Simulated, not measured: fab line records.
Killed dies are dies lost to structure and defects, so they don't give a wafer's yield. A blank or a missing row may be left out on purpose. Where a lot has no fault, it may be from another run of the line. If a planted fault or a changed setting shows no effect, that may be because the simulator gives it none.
Chamber matching + flow n5Finfet + N5_FIN_CUT_ETCH_30 on rieDiel-02 has 4 sister chambers
The step etches underlayer in N2/H2, target depth 13 nm, time 10.4 s. 4 wafers are shown with their chamber, then 9 later ones without.

## EACH WAFER AND ITS CHAMBER
| wafer  | chamber | showerheadPlenumPTorr (Torr) |
|--------|---------|------------------------------|
| L085.2 | 2       | 2.49                         |
| L087.2 | 1       | 2.49                         |
| L090.4 | 0       | 2.52                         |
| L090.6 | 3       | 2.64                         |

## WAFERS WITHOUT THEIR CHAMBER
| wafer  | showerheadPlenumPTorr (Torr) |
|--------|------------------------------|
| L093.3 | 2.52                         |
| L093.4 | 2.49                         |
| L093.6 | 2.52                         |
| L095.1 | 2.49                         |
| L095.4 | 2.49                         |
| L095.5 | 2.52                         |
| L097.2 | 2.49                         |
| L097.3 | 2.63                         |
| L097.6 | 2.63                         |

## CHAMBER TAKEN BY EACH
| wafer  | from the rows above     | in truth |
|--------|-------------------------|----------|
| L093.3 | 0                       | 0        |
| L093.4 | can't be placed: 1 or 2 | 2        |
| L093.6 | 0                       | 0        |
| L095.1 | can't be placed: 1 or 2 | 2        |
| L095.4 | can't be placed: 1 or 2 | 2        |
| L095.5 | 0                       | 0        |
| L097.2 | can't be placed: 1 or 2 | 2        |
| L097.3 | 3                       | 3        |
| L097.6 | 3                       | 3        |
5 of 9 placed correctly. From these rows, 4 cannot be placed; in 4 the true chamber is one of the candidates. 0 placed wrongly.
How it was worked out, from the rows above alone: a wafer's distance from a chamber is the root of the sum, over the readings, of the square of ((its reading less the chamber's mean) divided by the reading's scatter). The wafer belongs to the nearest chamber; if the next one is less than 2 further off, it can't be placed. Each chamber's mean is taken over the wafers shown for it. The scatter: root of mean squared gap, hidden wafer to nearest shown wafer, with one shown wafer a chamber.
